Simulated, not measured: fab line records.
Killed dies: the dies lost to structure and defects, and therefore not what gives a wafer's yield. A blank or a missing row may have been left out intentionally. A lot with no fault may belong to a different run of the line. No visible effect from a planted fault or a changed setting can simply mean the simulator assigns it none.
Which of the tools did it? / flow n5-finfet / Sampling: 9 lots, 27 wafers, 5 of 1938 route steps

## WHAT THE GAUGES READ, wafer by wafer
N5_SD_EPI_P_EPI_MEAS_23. Usual: thk-nm at 60.9 nm, with a standard deviation of 1.2.
lot=L715; measured=day 4 05:43; on=film-metro-01; thk-nm (nm)=60.1 61.4 60.7; flag=
lot=L720; measured=day 5 11:22; on=film-metro-01; thk-nm (nm)=62.7 59.9 61.4; flag=
lot=L726; measured=day 6 22:54; on=film-metro-02; thk-nm (nm)=60.6 60.1 61.9; flag=
lot=L727; measured=day 7 03:47; on=film-metro-02; thk-nm (nm)=58.4 59.0 61.0; flag=
lot=L728; measured=day 7 10:35; on=film-metro-01; thk-nm (nm)=59.8 62.0 61.1; flag=
lot=L729; measured=day 7 15:34; on=film-metro-01; thk-nm (nm)=61.8 61.8 63.3; flag=
lot=L731; measured=day 8 02:38; on=film-metro-01; thk-nm (nm)=59.2 61.1 57.9; flag=
lot=L733; measured=day 8 16:25; on=film-metro-01; thk-nm (nm)=60.1 59.8 59.6; flag=
lot=L735; measured=day 9 03:31; on=film-metro-01; thk-nm (nm)=59.8 60.1 59.4; flag=

N5_BEOL_M4_RC_MEAS_101. Usual: CJ_P 5.81, standard deviation 0.16; DIBL_N 35.8 mV/V, standard deviation 1.8; DIBL_P 35.6 mV/V, standard deviation 2; IOFF_N 0.148 nA/um, standard deviation 0.028; IOFF_P 0.20 nA/um, standard deviation 0.034; IOFF_P_85C 3.5 nA/um, standard deviation 0.49; IOFF_P_LIN 0.096 nA/um, standard deviation 0.014; ION_N 672 uA/um, standard deviation 12; ION_P 462 uA/um, standard deviation 8.5; REXT_P 100.4 ohm.um, standard deviation 2.1; SS_N 71.2 mV/dec, standard deviation 0.65; SS_P 73.1 mV/dec, standard deviation 0.67; VT_N 251 mV, standard deviation 3.3; VT_P -251 mV, standard deviation 3.8; VT_P_LVT -100 mV, standard deviation 3.3.
lot=L715; measured=day 9 00:37; on=prober-01; CJ_P=5.86 5.53 5.78; DIBL_N (mV/V)=36.3 36.9 38.3; DIBL_P (mV/V)=34.1 34.5 36.7; IOFF_N (nA/um)=0.138 0.141 0.175; IOFF_P (nA/um)=0.20 0.21 0.24; IOFF_P_85C (nA/um)=3.5 3.6 4.0; IOFF_P_LIN (nA/um)=0.101 0.104 0.115; ION_N (uA/um)=662 675 677; ION_P (uA/um)=464 469 468; REXT_P (ohm.um)=102.3 103.1 102.5; SS_N (mV/dec)=71.5 70.9 71.1; SS_P (mV/dec)=73.2 73.8 73.7; VT_N (mV)=253 253 247; VT_P (mV)=-248 -248 -248; VT_P_LVT (mV)=-99 -98 -97; flag=
lot=L720; measured=day 9 12:13; on=prober-01; CJ_P=5.71 5.91 5.71; DIBL_N (mV/V)=33.9 36.2 36.4; DIBL_P (mV/V)=31.6 35.5 35.4; IOFF_N (nA/um)=0.107 0.157 0.153; IOFF_P (nA/um)=0.17 0.23 0.22; IOFF_P_85C (nA/um)=3.1 3.9 3.8; IOFF_P_LIN (nA/um)=0.088 0.108 0.106; ION_N (uA/um)=652 682 667; ION_P (uA/um)=459 474 462; REXT_P (ohm.um)=99.8 100.8 100.9; SS_N (mV/dec)=70.5 71.4 71.6; SS_P (mV/dec)=72.6 73.2 73.1; VT_N (mV)=255 250 250; VT_P (mV)=-251 -246 -247; VT_P_LVT (mV)=-100 -97 -98; flag=
lot=L726; measured=day 11 04:51; on=prober-01; CJ_P=4.43 4.49 4.81; DIBL_N (mV/V)=34.9 34.6 34.2; DIBL_P (mV/V)=24.4 23.5 23.8; IOFF_N (nA/um)=0.141 0.142 0.134; IOFF_P (nA/um)=0.03 0.03 0.03; IOFF_P_85C (nA/um)=0.7 0.7 0.7; IOFF_P_LIN (nA/um)=0.021 0.020 0.021; ION_N (uA/um)=672 671 673; ION_P (uA/um)=294 302 298; REXT_P (ohm.um)=299.1 287.5 289.4; SS_N (mV/dec)=71.2 70.9 70.0; SS_P (mV/dec)=70.7 70.8 70.2; VT_N (mV)=251 252 249; VT_P (mV)=-289 -292 -292; VT_P_LVT (mV)=-138 -137 -138; flag=OFF
lot=L727; measured=day 11 22:08; on=prober-02; CJ_P=4.61 4.14 4.55; DIBL_N (mV/V)=32.9 35.7 34.3; DIBL_P (mV/V)=22.7 25.2 23.3; IOFF_N (nA/um)=0.126 0.171 0.139; IOFF_P (nA/um)=0.03 0.04 0.03; IOFF_P_85C (nA/um)=0.8 0.9 0.8; IOFF_P_LIN (nA/um)=0.022 0.024 0.022; ION_N (uA/um)=676 688 684; ION_P (uA/um)=296 294 296; REXT_P (ohm.um)=289.5 293.2 288.9; SS_N (mV/dec)=70.3 71.7 71.1; SS_P (mV/dec)=71.5 72.7 71.4; VT_N (mV)=251 247 252; VT_P (mV)=-289 -285 -284; VT_P_LVT (mV)=-138 -136 -136; flag=OFF
lot=L728; measured=day 11 22:31; on=prober-01; CJ_P=5.96 5.87 5.76; DIBL_N (mV/V)=37.7 34.0 33.2; DIBL_P (mV/V)=38.3 33.9 32.5; IOFF_N (nA/um)=0.189 0.121 0.106; IOFF_P (nA/um)=0.22 0.17 0.14; IOFF_P_85C (nA/um)=3.8 3.1 2.7; IOFF_P_LIN (nA/um)=0.100 0.084 0.073; ION_N (uA/um)=685 668 656; ION_P (uA/um)=463 460 452; REXT_P (ohm.um)=102.6 101.8 102.6; SS_N (mV/dec)=71.8 71.3 70.4; SS_P (mV/dec)=74.0 72.1 72.6; VT_N (mV)=249 255 255; VT_P (mV)=-252 -254 -257; VT_P_LVT (mV)=-101 -103 -105; flag=
lot=L729; measured=day 12 00:12; on=prober-02; CJ_P=5.81 6.01 5.82; DIBL_N (mV/V)=38.4 32.6 36.1; DIBL_P (mV/V)=39.2 32.9 37.3; IOFF_N (nA/um)=0.153 0.076 0.117; IOFF_P (nA/um)=0.18 0.12 0.16; IOFF_P_85C (nA/um)=3.3 2.4 3.0; IOFF_P_LIN (nA/um)=0.082 0.062 0.076; ION_N (uA/um)=669 626 662; ION_P (uA/um)=448 430 449; REXT_P (ohm.um)=97.9 97.1 96.8; SS_N (mV/dec)=71.5 70.0 70.3; SS_P (mV/dec)=74.0 71.7 73.5; VT_N (mV)=255 266 259; VT_P (mV)=-254 -260 -257; VT_P_LVT (mV)=-106 -111 -107; flag=
lot=L731; measured=day 12 09:55; on=prober-02; CJ_P=5.77 5.66 6.03; DIBL_N (mV/V)=36.9 36.9 35.5; DIBL_P (mV/V)=35.4 36.1 35.7; IOFF_N (nA/um)=0.152 0.153 0.140; IOFF_P (nA/um)=0.17 0.18 0.18; IOFF_P_85C (nA/um)=3.1 3.2 3.2; IOFF_P_LIN (nA/um)=0.087 0.087 0.091; ION_N (uA/um)=679 675 682; ION_P (uA/um)=453 451 465; REXT_P (ohm.um)=102.3 102.5 101.9; SS_N (mV/dec)=70.9 71.9 71.0; SS_P (mV/dec)=73.3 72.9 73.2; VT_N (mV)=251 252 251; VT_P (mV)=-255 -254 -252; VT_P_LVT (mV)=-102 -102 -102; flag=
lot=L733; measured=day 13 02:19; on=prober-01; CJ_P=5.68 5.29 5.65; DIBL_N (mV/V)=38.6 37.8 38.0; DIBL_P (mV/V)=41.2 39.5 39.9; IOFF_N (nA/um)=0.200 0.181 0.183; IOFF_P (nA/um)=0.27 0.24 0.25; IOFF_P_85C (nA/um)=4.4 4.0 4.3; IOFF_P_LIN (nA/um)=0.118 0.107 0.114; ION_N (uA/um)=678 684 682; ION_P (uA/um)=464 462 472; REXT_P (ohm.um)=99.9 100.9 99.0; SS_N (mV/dec)=72.5 71.2 72.0; SS_P (mV/dec)=74.2 73.9 74.1; VT_N (mV)=245 247 250; VT_P (mV)=-247 -249 -247; VT_P_LVT (mV)=-97 -99 -97; flag=
lot=L735; measured=day 13 22:43; on=prober-02; CJ_P=5.73 5.89 5.76; DIBL_N (mV/V)=34.5 35.1 35.3; DIBL_P (mV/V)=34.1 35.6 35.2; IOFF_N (nA/um)=0.145 0.163 0.164; IOFF_P (nA/um)=0.19 0.21 0.21; IOFF_P_85C (nA/um)=3.4 3.7 3.6; IOFF_P_LIN (nA/um)=0.098 0.107 0.104; ION_N (uA/um)=673 687 692; ION_P (uA/um)=471 470 469; REXT_P (ohm.um)=102.7 101.4 103.9; SS_N (mV/dec)=70.7 70.5 70.9; SS_P (mV/dec)=72.4 72.9 72.9; VT_N (mV)=249 246 247; VT_P (mV)=-249 -247 -247; VT_P_LVT (mV)=-99 -97 -99; flag=

## WHAT TOOL EACH LOT RAN ON (gives the tool, then ch and the chambers of the sampled wafers, and finally the start)
lot=L715; N5_SD_EPI_N_ETCH_16=rie-diel-03 ch 1,2, day 3 21:01; N5_SD_EPI_N_VAPOR_ETCH_50=epi-rpcvd-01 ch 0, day 3 22:04; N5_SD_EPI_P_VAPOR_ETCH_44=epi-rpcvd-03 ch 0, day 4 03:22
lot=L720; N5_SD_EPI_N_ETCH_16=rie-diel-06 ch 1,2, day 5 01:25; N5_SD_EPI_N_VAPOR_ETCH_50=epi-rpcvd-03 ch 0, day 5 02:29; N5_SD_EPI_P_VAPOR_ETCH_44=epi-rpcvd-02 ch 0, day 5 07:10
lot=L726; N5_SD_EPI_N_ETCH_16=rie-diel-06 ch 1,3, day 6 14:42; N5_SD_EPI_N_VAPOR_ETCH_50=epi-rpcvd-04 ch 0, day 6 15:37; N5_SD_EPI_P_VAPOR_ETCH_44=epi-rpcvd-03, day 6 19:47
lot=L727; N5_SD_EPI_N_ETCH_16=rie-diel-05 ch 0,1,2, day 6 19:40; N5_SD_EPI_N_VAPOR_ETCH_50=epi-rpcvd-01 ch 0, day 6 20:42; N5_SD_EPI_P_VAPOR_ETCH_44=epi-rpcvd-03, day 7 01:26
lot=L728; N5_SD_EPI_N_ETCH_16=rie-diel-05 ch 0,1,2, day 7 01:26; N5_SD_EPI_N_VAPOR_ETCH_50=epi-rpcvd-01 ch 0, day 7 02:28; N5_SD_EPI_P_VAPOR_ETCH_44=epi-rpcvd-02 ch 0, day 7 07:26
lot=L729; N5_SD_EPI_N_ETCH_16=rie-diel-06 ch 0,1,3, day 7 06:29; N5_SD_EPI_N_VAPOR_ETCH_50=epi-rpcvd-03 ch 0, day 7 07:22; N5_SD_EPI_P_VAPOR_ETCH_44=epi-rpcvd-03 ch 0, day 7 13:11
lot=L731; N5_SD_EPI_N_ETCH_16=rie-diel-03 ch 0,1,3, day 7 19:08; N5_SD_EPI_N_VAPOR_ETCH_50=epi-rpcvd-03 ch 0, day 7 20:03; N5_SD_EPI_P_VAPOR_ETCH_44=epi-rpcvd-03 ch 0, day 8 00:17
lot=L733; N5_SD_EPI_N_ETCH_16=rie-diel-06 ch 1,3, day 8 07:56; N5_SD_EPI_N_VAPOR_ETCH_50=epi-rpcvd-03 ch 0, day 8 08:49; N5_SD_EPI_P_VAPOR_ETCH_44=epi-rpcvd-03 ch 0, day 8 13:16
lot=L735; N5_SD_EPI_N_ETCH_16=rie-diel-05 ch 0,2, day 8 18:52; N5_SD_EPI_N_VAPOR_ETCH_50=epi-rpcvd-03 ch 0, day 8 19:44; N5_SD_EPI_P_VAPOR_ETCH_44=epi-rpcvd-03 ch 0, day 9 01:08
- N5_SD_EPI_N_ETCH_16: etches SiO2 in CHF3/O2, target depth 5 nm.
- N5_SD_EPI_N_VAPOR_ETCH_50: etches Si in HCl, time 54 s.
- N5_SD_EPI_P_VAPOR_ETCH_44: etches SiGe30 in NF3/Ar, time 3.3 s.

## AS READ BY THE TOOLS THEMSELVES (means over the sampled wafers that have a number; for cases with no such wafer, the mark the record gives instead)
N5_SD_EPI_N_ETCH_16. Usual: CHF3_flow_sccm 50.00 sccm, standard deviation 0.14; O2_flow_sccm 5.000 sccm, standard deviation 0.015; drypump-motor-current-A 5.6 A, standard deviation 0.4; oes_f_703_au 0.78 a.u., standard deviation 0.075; oes-product-au 0.77 a.u., standard deviation 0.081; rf-vpp-V 526 V, standard deviation 11; showerhead-plenum-p-Torr 2.39 Torr, standard deviation 0.069; throttle-valve-pct 18.88 %, standard deviation 0.18.
lot=L715; tool=rie-diel-03; CHF3_flow_sccm (sccm)=50.12; O2_flow_sccm (sccm)=5.006; drypump-motor-current-A (A)=5.9; oes_f_703_au (a.u.)=0.77; oes-product-au (a.u.)=0.75; rf-vpp-V (V)=528; showerhead-plenum-p-Torr (Torr)=2.37; throttle-valve-pct (%)=18.96; flag=
lot=L720; tool=rie-diel-06; CHF3_flow_sccm (sccm)=50.02; O2_flow_sccm (sccm)=4.992; drypump-motor-current-A (A)=5.6; oes_f_703_au (a.u.)=0.74; oes-product-au (a.u.)=0.72; rf-vpp-V (V)=512; showerhead-plenum-p-Torr (Torr)=2.33; throttle-valve-pct (%)=18.76; flag=
lot=L726; tool=rie-diel-06; CHF3_flow_sccm (sccm)=50.10; O2_flow_sccm (sccm)=5.009; drypump-motor-current-A (A)=6.0; oes_f_703_au (a.u.)=0.77; oes-product-au (a.u.)=0.75; rf-vpp-V (V)=523; showerhead-plenum-p-Torr (Torr)=2.34; throttle-valve-pct (%)=18.75; flag=
lot=L727; tool=rie-diel-05; CHF3_flow_sccm (sccm)=50.06; O2_flow_sccm (sccm)=4.992; drypump-motor-current-A (A)=5.5; oes_f_703_au (a.u.)=0.75; oes-product-au (a.u.)=0.74; rf-vpp-V (V)=522; showerhead-plenum-p-Torr (Torr)=2.44; throttle-valve-pct (%)=18.84; flag=
lot=L728; tool=rie-diel-05; CHF3_flow_sccm (sccm)=50.09; O2_flow_sccm (sccm)=4.986; drypump-motor-current-A (A)=5.5; oes_f_703_au (a.u.)=0.75; oes-product-au (a.u.)=0.73; rf-vpp-V (V)=523; showerhead-plenum-p-Torr (Torr)=2.44; throttle-valve-pct (%)=18.84; flag=
lot=L729; tool=rie-diel-06; CHF3_flow_sccm (sccm)=49.90; O2_flow_sccm (sccm)=5.014; drypump-motor-current-A (A)=5.6; oes_f_703_au (a.u.)=0.75; oes-product-au (a.u.)=0.73; rf-vpp-V (V)=527; showerhead-plenum-p-Torr (Torr)=2.40; throttle-valve-pct (%)=18.83; flag=
lot=L731; tool=rie-diel-03; CHF3_flow_sccm (sccm)=49.87; O2_flow_sccm (sccm)=4.992; drypump-motor-current-A (A)=5.6; oes_f_703_au (a.u.)=0.89; oes-product-au (a.u.)=0.91; rf-vpp-V (V)=530; showerhead-plenum-p-Torr (Torr)=2.39; throttle-valve-pct (%)=18.85; flag=
lot=L733; tool=rie-diel-06; CHF3_flow_sccm (sccm)=50.06; O2_flow_sccm (sccm)=5.002; drypump-motor-current-A (A)=5.7; oes_f_703_au (a.u.)=0.77; oes-product-au (a.u.)=0.75; rf-vpp-V (V)=521; showerhead-plenum-p-Torr (Torr)=2.37; throttle-valve-pct (%)=18.68; flag=
lot=L735; tool=rie-diel-05; CHF3_flow_sccm (sccm)=50.15; O2_flow_sccm (sccm)=4.995; drypump-motor-current-A (A)=5.6; oes_f_703_au (a.u.)=0.75; oes-product-au (a.u.)=0.73; rf-vpp-V (V)=529; showerhead-plenum-p-Torr (Torr)=2.47; throttle-valve-pct (%)=18.75; flag=

N5_SD_EPI_N_VAPOR_ETCH_50. Usual: chamber-pressure-Torr 20.00 Torr, standard deviation 0.04; lamp-inner-pct 19.6 %, standard deviation 1.4; throttle-valve-pct 11.7 %, standard deviation 0.52.
lot=L715; tool=epi-rpcvd-01; chamber-pressure-Torr (Torr)=20.06; lamp-inner-pct (%)=17.5; throttle-valve-pct (%)=12.5; flag=
lot=L720; tool=epi-rpcvd-03; chamber-pressure-Torr (Torr)=20.03; lamp-inner-pct (%)=21.1; throttle-valve-pct (%)=11.8; flag=
lot=L726; tool=epi-rpcvd-04; chamber-pressure-Torr (Torr)=19.97; lamp-inner-pct (%)=19.6; throttle-valve-pct (%)=11.2; flag=
lot=L727; tool=epi-rpcvd-01; chamber-pressure-Torr (Torr)=20.03; lamp-inner-pct (%)=17.6; throttle-valve-pct (%)=12.4; flag=
lot=L728; tool=epi-rpcvd-01; chamber-pressure-Torr (Torr)=20.01; lamp-inner-pct (%)=17.5; throttle-valve-pct (%)=12.3; flag=
lot=L729; tool=epi-rpcvd-03; chamber-pressure-Torr (Torr)=20.00; lamp-inner-pct (%)=21.1; throttle-valve-pct (%)=11.9; flag=
lot=L731; tool=epi-rpcvd-03; chamber-pressure-Torr (Torr)=19.99; lamp-inner-pct (%)=21.2; throttle-valve-pct (%)=11.8; flag=
lot=L733; tool=epi-rpcvd-03; chamber-pressure-Torr (Torr)=20.02; lamp-inner-pct (%)=21.3; throttle-valve-pct (%)=11.9; flag=
lot=L735; tool=epi-rpcvd-03; chamber-pressure-Torr (Torr)=19.99; lamp-inner-pct (%)=21.0; throttle-valve-pct (%)=11.8; flag=

N5_SD_EPI_P_VAPOR_ETCH_44. Usual: susceptor-temp-C at 24.99 C, with a standard deviation of 0.1.
lot=L715; tool=epi-rpcvd-03; susceptor-temp-C (C)=25.07; flag=
lot=L720; tool=epi-rpcvd-02; susceptor-temp-C (C)=25.08; flag=
lot=L726; tool=epi-rpcvd-03; susceptor-temp-C (C)=-; flag=OFF
lot=L727; tool=epi-rpcvd-03; susceptor-temp-C (C)=-; flag=OFF
lot=L728; tool=epi-rpcvd-02; susceptor-temp-C (C)=24.92; flag=
lot=L729; tool=epi-rpcvd-03; susceptor-temp-C (C)=25.03; flag=
lot=L731; tool=epi-rpcvd-03; susceptor-temp-C (C)=25.05; flag=
lot=L733; tool=epi-rpcvd-03; susceptor-temp-C (C)=25.11; flag=
lot=L735; tool=epi-rpcvd-03; susceptor-temp-C (C)=24.88; flag=

## THE ANSWER, worked out from the rows above alone
Rule: a lot is off if the mean of its wafers that have a number lies more than 3 standard deviations from the usual mean. Also off: a lot with no number at a reading for which 4 or more lots have one. Where the step has rows for the other lots, those lots are counted as sound. After the gauges, taken in route order, come the tools' own readings; for these a lot's mean is taken, as printed above. At the first step where some lot is off, the reading lying furthest off is the one used; lots without a number count as furthest.
Off: L726, L727, at N5_BEOL_M4_RC_MEAS_101 (REXT_P).
A tool fits if, at a process step before that reading, it ran every lot that is off, and no sound lot after the first of them. Not tried: the gauges at N5_BEOL_M4_RC_MEAS_101; whatever is off there is also off at N5_SD_EPI_P_VAPOR_ETCH_44, on other tools, and gauge error can't account for it. No candidate that was tried fits.

## WHAT WAS PUT IN BY THE SIMULATOR
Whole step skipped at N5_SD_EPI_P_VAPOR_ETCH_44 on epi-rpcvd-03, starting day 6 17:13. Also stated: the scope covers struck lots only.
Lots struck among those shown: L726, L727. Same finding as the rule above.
